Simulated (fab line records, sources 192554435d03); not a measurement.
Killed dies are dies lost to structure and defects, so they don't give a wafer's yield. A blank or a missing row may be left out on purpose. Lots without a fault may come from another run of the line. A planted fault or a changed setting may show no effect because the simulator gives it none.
One fault seen from 2 desks | flow n5_finfet | each desk has only its own numbers; what lay behind them comes last

THE METROLOGY DESK
What the gauges read, lot by lot, whatever tool the lot ran on: means of the sampled wafers that have a number. A lot is out of limits, marked OUT, if its mean lies more than 4 standard deviations from the usual mean; the brackets give that distance. Of its 11 readings 7 are shown: those that lie furthest out on some lot.
Columns: A = DIBL_N at N5_BEOL_M4_RC_MEAS_101, usual 35.8 mV/V; B = DIBL_P at N5_BEOL_M4_RC_MEAS_101, usual 36.0 mV/V; C = IOFF_N at N5_BEOL_M4_RC_MEAS_101, usual 0.153 nA/um; D = IOFF_P at N5_BEOL_M4_RC_MEAS_101, usual 0.21 nA/um; E = ION_N at N5_BEOL_M4_RC_MEAS_101, usual 673 uA/um; F = SS_N at N5_BEOL_M4_RC_MEAS_101, usual 71.4 mV/dec; G = VT_P at N5_BEOL_M4_RC_MEAS_101, usual -250 mV
lot  | first seen here | A    | B    | C     | D    | E   | F    | G
L280 | day 4 11:10     | 36.7 | 38.9 | 0.174 | 0.29 | 683 | 71.5 | -242
L281 | day 4 15:25     | 38.1 | 37.6 | 0.171 | 0.23 | 681 | 71.9 | -251
L285 | day 5 15:24     | 32.9 | 32.2 | 0.108 | 0.15 | 653 | 70.4 | -255
L291 | day 7 04:40     | 34.5 | 35.3 | 0.148 | 0.21 | 675 | 71.4 | -249
L293 | day 7 18:38     | 36.3 | 37.0 | 0.162 | 0.23 | 680 | 72.0 | -250
L295 | day 8 02:32     | 36.1 | 37.0 | 0.163 | 0.21 | 674 | 71.9 | -251
L296 | day 8 08:18     | 35.8 | 34.7 | 0.134 | 0.17 | 664 | 71.7 | -256
L298 | day 8 22:24     | 35.0 | 36.2 | 0.161 | 0.22 | 671 | 71.6 | -247
L300 | day 9 10:15     | 34.9 | 34.1 | 0.139 | 0.18 | 672 | 71.0 | -253
L301 | day 9 18:31     | 36.0 | 34.2 | 0.147 | 0.19 | 669 | 71.3 | -252
This desk's finding: nothing out of limits on any of the 10 lots.

THE TOOL OWNER'S DESK: rie_diel-01
The tool's own readings at N5_HKMG_FIN_ETCH_54 (etches SiARC in CF4, target depth 45.5 nm, time 75.8 s): means of the sampled wafers that have a number, for each lot that ran on this tool. A lot is out of limits, marked OUT, if its mean lies more than 4 standard deviations from the usual mean; the brackets give that distance.
Columns: A = cf4_flow_sccm at N5_HKMG_FIN_ETCH_54, usual 100.00 sccm; B = drypump_motor_current_A at N5_HKMG_FIN_ETCH_54, usual 5.7 A; C = etch_rf_on_time_s at N5_HKMG_FIN_ETCH_54, usual 76.1 s; D = oes_product_au at N5_HKMG_FIN_ETCH_54, usual 0.66 a.u.; E = rf_vpp_V at N5_HKMG_FIN_ETCH_54, usual 184.4 V; F = showerhead_plenum_p_Torr at N5_HKMG_FIN_ETCH_54, usual 2.17 Torr; G = throttle_valve_pct at N5_HKMG_FIN_ETCH_54, usual 15.69 %
lot  | first seen here | A      | B   | C              | D    | E     | F    | G
L280 | day 4 12:44     | 100.52 | 5.8 | 74.5           | 0.65 | 184.8 | 2.23 | 15.80
L281 | day 4 17:03     | 100.17 | 5.4 | 73.9           | 0.62 | 184.8 | 2.18 | 15.96
L285 | day 5 17:05     | 100.10 | 5.2 | 76.2           | 0.67 | 184.4 | 2.17 | 15.87
L293 | day 7 20:21     | 100.08 | 6.0 | 62.6 (-10) OUT | 0.82 | 184.1 | 2.16 | 15.59
L295 | day 8 04:13     | 99.94  | 5.6 | 51.3 (-19) OUT | 0.85 | 184.7 | 2.15 | 15.66
L296 | day 8 10:22     | 100.37 | 6.0 | 62.9 (-10) OUT | 0.81 | 184.1 | 2.16 | 15.58
This desk's finding: out of limits on L293, L295, L296; first on L293, day 7 20:21 (etch_rf_on_time_s at N5_HKMG_FIN_ETCH_54). In limits: L280, L281, L285.

PUT TOGETHER
The tool owner's desk could have raised an alarm at day 7 20:21, on L293, L295, L296.
The metrology desk saw nothing out of limits.
The metrology desk has L293, L295, L296 on record, within its limits.
Of the lots named, all ran N5_HKMG_FIN_ETCH_54 on rie_diel-01.

WHAT THE SIMULATOR HAD PUT IN
Process parameter drift: rie_diel-01, from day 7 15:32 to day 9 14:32, at N5_HKMG_FIN_ETCH_54. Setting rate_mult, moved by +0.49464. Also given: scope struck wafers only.
Lots struck among those shown: L293, L295, L296.
Hours from the fault's start to each desk's first reading out of limits: the tool owner's desk, 5.
